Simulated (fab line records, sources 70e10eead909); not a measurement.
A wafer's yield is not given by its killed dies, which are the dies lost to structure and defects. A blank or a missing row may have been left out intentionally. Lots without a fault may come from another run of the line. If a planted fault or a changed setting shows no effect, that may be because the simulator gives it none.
Comparing a struck lot with a sound one :: flow nand harc :: 16 out of 1302 route steps
Sound: these wafers, L233.1, L233.2, L233.4. Wafers struck: L247.1, L247.2, L247.5. The cause is given at the end.
For every step that has rows: the tool of each side, followed by ch and its chambers, followed by its first start. Under that, the readings that differ: sound wafers :: struck wafers :: difference of the means :: sigmas: that difference in standard deviations of wafers without a fault.
alike: readings whose means differ by less than 2 such deviations, and words and numbers that are the same on both sides. not compared: withheld readings, readings that some wafer has no value for, bounds like >300 that may hide the same value, and numbers for which the record gives no deviation and whose values overlap.
A row with sigmas, a row that says differs or no value, or rows on one side alone: a step with any of these is where the two part. Numbers that don't overlap but have no deviation are shown without sigmas and don't part them. A reading that every wafer of one side lacks parts them only if that side has two wafers or more.

NHARC_P_M2_PRE_CLEAN_30: time 30 s.
  sound on pvd sputter-03; struck on pvd sputter-03
  alike: heater power w
NHARC_P_M2_PVD_20: deposits TaN, target thk 5 nm, time 8.06 s.
  sound on pvd sputter-03; struck on pvd sputter-03
  alike: throttle valve pct
then, 4 steps without rows for these wafers: NHARC_P_M2_PVD_21 (deposits Cu, target thk 30 nm, time 20.49 s); NHARC_P_M2_ECD_22 (material Cu, target thk 400 nm); NHARC_P_M2_ANNEAL_31 (time 90 s); NHARC_P_M2_CMP_23 (polishes, t overpolish 20 s, target thk 144.3 nm).
NHARC_P_M2_THK_MEAS_24: measures by xrf.
  sound on film metro-02, day 5 21:31; struck on film metro-01, day 11 14:02
  alike: thk nm
after that, 1 step had no rows for these wafers: NHARC_P_M2_SRD_25.
NHARC_P_M2_INSPECT_27:
  sound on defect inspect-02, day 5 21:40; struck on defect inspect-02, day 11 14:11
  alike: raw defect count
NHARC_P_M2_PRE_CLEAN_32: time 12 s.
  sound on pecvd-03 ch 0,1,2, day 5 21:45; struck on pecvd-03 ch 1,2, day 11 14:16
  alike: heater power w
  not compared: since wet clean h
NHARC_P_M2_DEP_33: deposits SiCN, target thk 30 nm.
  sound on pecvd-03 ch 0,1,2, day 5 21:52; struck on pecvd-03 ch 1,2, day 11 14:23
  alike: heater power w
  not compared: since wet clean h
NHARC_P_BONDPAD_DEP_00: deposits SiCN, target thk 250 nm.
  sound on pecvd-02 ch 1,2, day 5 22:34; struck on pecvd-02 ch 0,2, day 11 15:33
  alike: heater power w
  not compared: since wet clean h
NHARC_P_BONDPAD_CMP_32: polishes SiCN, target thk 200 nm.
  sound on cmp-01 ch 1,2,3, day 5 22:58; struck on cmp-04 ch 0,3, day 11 16:05
  alike: motor current A
NHARC_P_BONDPAD_THK_MEAS_33: measures by ellipsometry.
  sound on film metro-02, day 5 23:14; struck on film metro-02, day 11 16:18
reading: thk nm (nm)
sound: 199.3 199.1 200.6
struck: 183.9 202.0 182.9
difference: -10.1
sigmas: -8
then, 2 steps without rows for these wafers: NHARC_P_BONDPAD_SRD_34; NHARC_END_SORT_01.

== WHERE THEY PART ==
Only at NHARC_P_BONDPAD_THK_MEAS_33, as far as this record shows.

WHY: the cause the simulator had injected
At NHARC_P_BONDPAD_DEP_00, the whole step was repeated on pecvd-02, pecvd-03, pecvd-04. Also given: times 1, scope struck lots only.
